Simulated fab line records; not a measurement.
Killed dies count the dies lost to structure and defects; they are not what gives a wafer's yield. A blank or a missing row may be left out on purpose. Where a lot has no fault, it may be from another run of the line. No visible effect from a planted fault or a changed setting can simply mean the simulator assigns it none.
fab line records	flow n5-finfet
[record] lots = 6	wafers = 18	last-day = 17
route steps=1938 shown BEOL_M11@1598 BEOL_M12@1602
lots that met no fault: taken from a fault-free run of the same line
start-h: the number of hours between the record's first day and the start of the first shown wafer of the lot	wait-h: time in hours since the lot's previous step	" same as the row above	L1.1+2: a row that stands for several wafers	- no value, or no start was given	* or withheld: withheld	< > ~ a bound
route shown NAME@n: NAME is a module with steps in the file, n the number in the route of the first one	usual: mean and standard deviation over wafers with no fault	same: alike in all rows	chamber/n: place in a boat	sites: per-site readings	_std_site: the values' standard deviation	_edge_site: outer sites' mean less inner sites'	radius-mm: for every site, how far away it sits from the centre of the wafer	mask NAME#n: copy n	behind: the tool/chamber that last shaped the wafer	hold: cause of the lot's hold/its duration in hours/its outcome	device: transistor that didn't switch, given as n, p or np	end of line: the same wafers' tests at the end of the route	step lacking rows: just its recipe	killed: count of dies lost to structure and defects at first sort (not the wafer's yield)	map: dies across one wafer; x = killed, . = not, _ = none there
set.NAME: the run value of the setting; set.NAME@STEP: its run value at that earlier step	model.NAME: the simulator's own value behind a step, which no gauge read
lots at some steps of the route; a table a step, a row a wafer
services: when a tool's chamber went out of use (start-h, in hours from the record's first day, below 0 if earlier), for how many hours, and the reason
[[steps]]
[step N5_BEOL_M11_PRE_CLEAN_55]
[recipe] gas = NH3	time-s = 15	temp-c = withheld	rf-power-w = 300
[step N5_BEOL_M11_DEP_56]
[recipe] material = SiCN	target-thk-a = 300	temp-c = withheld	precursor = 3MS/NH3	pressure-torr = 3	rf-w = 675	time-s = 10.5
[usual] showerhead-plenum-p-Torr = 4.167/0.018	throttle-valve-pct = 17.8/1
lot.wafer	tool	chamber	start-h	wait-h	showerhead-plenum-p-Torr	throttle-valve-pct
L717.1	pecvd-04	0	280.68	0.0	4.190	17.8
L717.2	"	2	"	"	4.163	17.7
L717.4	"	0	"	"	4.185	18.1
L721.1	pecvd-04	2	297.77	0.0	4.173	17.3
L721.2	"	0	"	"	4.189	18.0
L721.4	"	2	"	"	4.157	17.2
L723.4	pecvd-04	1	321.10	0.0	4.171	16.8
L723.5	"	2	"	"	4.165	17.3
L723.6	"	0	"	"	4.184	17.9
L726.1	pecvd-02	1	333.27	0.0	4.150	19.3
L726.4	"	2	"	"	4.174	16.8
L726.5	"	0	"	"	4.118	19.9
L729.2	pecvd-04	0	341.75	0.0	4.197	17.8
L729.3	"	2	"	"	4.165	17.2
L729.4	"	1	"	"	4.172	16.5
L732.2	pecvd-04	1	370.59	0.0	4.162	16.7
L732.4	"	1	"	"	4.161	16.5
L732.5	"	0	"	"	4.193	18.0
[step N5_BEOL_M11_RS_MEAS_57]
[recipe] thk-meas-gauge = four-point-probe	reads = Cu_of_BEOL_M11_ECD_50+Co_of_BEOL_M11_CVD_75+TaN_of_BEOL_M11_ALD_74
[usual] M11_RS = 0.1500/0.0024
lot.wafer	tool	chamber	start-h	wait-h	M11_RS[ohm/sq]
L717.1	film-metro-01	-	280.75	0.0	0.1494
L717.2	"	-	"	"	0.1464
L717.4	"	-	"	"	0.1494
L721.1	film-metro-02	-	297.83	0.0	0.1536
L721.2	"	-	"	"	0.1519
L721.4	"	-	"	"	0.1520
L723.4	film-metro-01	-	321.16	0.0	0.1547
L723.5	"	-	"	"	0.1494
L723.6	"	-	"	"	0.1541
L726.1	film-metro-01	-	333.33	0.0	0.1510
L726.4	"	-	"	"	0.1501
L726.5	"	-	"	"	0.1498
L729.2	film-metro-01	-	341.81	0.0	0.1495
L729.3	"	-	"	"	0.1498
L729.4	"	-	"	"	0.1496
L732.2	film-metro-02	-	370.66	0.0	0.1505
L732.4	"	-	"	"	0.1454
L732.5	"	-	"	"	0.1515
[step N5_BEOL_M11_INSPECT_58]
[recipe] inspect-instrument = darkfield	mode = post-dep
[usual] raw-defect-count = 75/24
lot.wafer	tool	chamber	start-h	wait-h	raw-defect-count
L717.1	defect-inspect-01	-	280.77	0.0	70
L717.2	"	-	"	"	105
L717.4	"	-	"	"	72
L721.1	defect-inspect-01	-	297.85	0.0	76
L721.2	"	-	"	"	76
L721.4	"	-	"	"	91
L723.4	defect-inspect-01	-	321.18	0.0	84
L723.5	"	-	"	"	56
L723.6	"	-	"	"	53
L726.1	defect-inspect-02	-	333.36	0.0	66
L726.4	"	-	"	"	74
L726.5	"	-	"	"	90
L729.2	defect-inspect-01	-	341.84	0.0	89
L729.3	"	-	"	"	54
L729.4	"	-	"	"	91
L732.2	defect-inspect-01	-	370.68	0.0	70
L732.4	"	-	"	"	131
L732.5	"	-	"	"	124
[step N5_BEOL_M12_ILD_DEP_00]
[recipe] material = SiOC	target-thk-a = 6589.2	temp-c = 350	precursor = DEMS/O2	pressure-torr = 5	rf-w = 500	time-s = 130.7
[usual] heater-power-w = 490/82	showerhead-plenum-p-Torr = 5.701/0.016	throttle-valve-pct = 11.8/0.72
lot.wafer	tool	chamber	start-h	wait-h	heater-power-w	showerhead-plenum-p-Torr	throttle-valve-pct
L717.1	pecvd-02	2	280.81	0.0	404	5.690	11.2
L717.2	"	1	"	"	418	5.701	12.7
L717.4	"	2	"	"	318	5.693	11.0
L721.1	pecvd-04	0	297.89	0.0	484	5.709	11.7
L721.2	"	2	"	"	408	5.688	11.3
L721.4	"	1	"	"	518	5.713	10.9
L723.4	pecvd-02	0	321.26	0.1	643	5.660	13.3
L723.5	"	1	"	"	447	5.682	12.6
L723.6	"	2	"	"	375	5.711	11.2
L726.1	pecvd-03	1	333.40	0.0	406	5.710	11.8
L726.4	"	1	"	"	464	5.701	11.6
L726.5	"	2	"	"	620	5.710	11.4
L729.2	pecvd-03	0	341.87	0.0	429	5.703	11.4
L729.3	"	1	"	"	464	5.714	11.8
L729.4	"	0	"	"	454	5.700	11.3
L732.2	pecvd-02	1	370.72	0.0	486	5.691	12.9
L732.4	"	2	"	"	371	5.701	11.3
L732.5	"	1	"	"	389	5.699	13.0
[step N5_BEOL_M12_THK_MEAS_01]
[recipe] reads = SiOC_of_BEOL_M12_ILD_DEP_00
[usual] M12_ILD_THK = 658/8.5
lot.wafer	tool	chamber	start-h	wait-h	M12_ILD_THK[nm]
L717.1	film-metro-02	-	280.94	0.1	641
L717.2	"	-	"	"	646
L717.4	"	-	"	"	653
L721.1	film-metro-01	-	298.02	0.1	643
L721.2	"	-	"	"	647
L721.4	"	-	"	"	663
L723.4	film-metro-02	-	321.35	0.0	661
L723.5	"	-	"	"	662
L723.6	"	-	"	"	661
L726.1	film-metro-02	-	333.53	0.1	653
L726.4	"	-	"	"	665
L726.5	"	-	"	"	655
L729.2	film-metro-01	-	342.00	0.1	653
L729.3	"	-	"	"	657
L729.4	"	-	"	"	658
L732.2	film-metro-01	-	370.86	0.1	654
L732.4	"	-	"	"	661
L732.5	"	-	"	"	668
[step N5_BEOL_M12_COAT_58]
[recipe] resist = BARC	temp-c = 205	time-s = 60	spin-rpm = 1500	resist-thk-nm = 89
[step N5_BEOL_M12_COAT_04]
[recipe] spin-rpm = 1625	resist-thk-nm = 400
[step N5_BEOL_M12_EBR_06]
[recipe] solvent = PGMEA	ebr-width-mm = 1.5
[step N5_BEOL_M12_SOFTBAKE_05]
[recipe] temp-c = 130	time-s = 60
[step N5_BEOL_M12_EXPOSE_07]
[recipe] mask-id = V11	na = 0.93	source-shape = conventional	sigma-outer = 0.6	polarization = unpolarized	attpsm-phase-deg = 180	dose-mj = 32.5
[step N5_BEOL_M12_PEB_08]
[recipe] peb-temp-c = 130	peb-time-s = 90
[step N5_BEOL_M12_DEVELOP_09]
[recipe] develop-time-s = 45	rinse-liquid = diw	dry = air-spin	dev-temp-c = 21
[usual] chill-plate-temp-C = 23.02/0.11	develop-time-s = 45/0
lot.wafer	tool	chamber	start-h	wait-h	chill-plate-temp-C	develop-time-s	model.coat_of_BEOL_M12_COAT_04.thk-nm
L717.1	litho-track-03	0	281.13	-	23.18	45	386.2
L717.2	"	0	"	"	23.04	45	385.6
L717.4	"	0	"	"	22.93	45	386.4
L721.1	litho-track-04	0	298.22	-	23.12	45	386.8
L721.2	"	0	"	"	23.17	45	386.4
L721.4	"	0	"	"	23.08	45	386.8
L723.4	litho-track-01	0	321.54	-	22.86	45	384.8
L723.5	"	0	"	"	22.95	45	384.6
L723.6	"	0	"	"	22.77	45	385.4
L726.1	litho-track-03	-	333.84	-	-	-	398.6
L726.4	"	-	"	"	-	-	397.8
L726.5	"	-	"	"	-	-	397.6
L729.2	litho-track-03	-	342.32	-	-	-	398.6
L729.3	"	-	"	"	-	-	396.8
L729.4	"	-	"	"	-	-	399.2
L732.2	litho-track-04	0	371.06	-	23.14	45	384.6
L732.4	"	0	"	"	23.11	45	382.8
L732.5	"	0	"	"	22.93	45	384.8
[step N5_BEOL_M12_HARDBAKE_14]
[recipe] temp-c = 130	time-s = 120
[[services]]
tool	chamber	start-h	hours	kind
pecvd-03	-	268.76	0.7	repair
pecvd-03	-	270.53	0.7	repair
pecvd-03	2	273.06	3.7	repair
pecvd-02	2	273.24	6.8	repair
pecvd-03	-	307.08	2.8	pm
pecvd-03	0	315.04	5.0	scheduled-down
litho-track-04	-	318.41	-	consumable-replace:filter
pecvd-03	2	345.36	5.5	scheduled-down
litho-track-03	-	369.86	-	consumable-replace:filter
[[key]]
[first-sign] step = N5_BEOL_M12_DEVELOP_09	reading = tool-record	direction = missing
effect none on later readings
[model-effect] step = N5_BEOL_M12_DEVELOP_09	value = coat_of_BEOL_M12_COAT_04.thk-nm	without = 383.9	struck = 398.1
met-at N5_BEOL_M12_DEVELOP_09
struck-wafers L726.1,L726.4,L726.5,L729.2,L729.3,L729.4
later-rows-left-out L726.1,L726.4,L726.5,L729.2,L729.3,L729.4
sort-left-out L726.1,L726.4,L726.5,L729.2,L729.3,L729.4
onset-between 281.13 333.84
[fault] kind = skipped-step-whole	tool = litho-track-03	chamber = -	onset-h = 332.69	steps = N5_BEOL_M12_DEVELOP_09	scope = struck-lots-only
// sort-left-out: the simulated sort isn't trusted on such a fault, so these wafers' sort isn't shown, and their yield isn't known
// later-rows-left-out: the simulator's readings of these wafers behind a module that went badly wrong aren't trusted and aren't shown, but for the sort
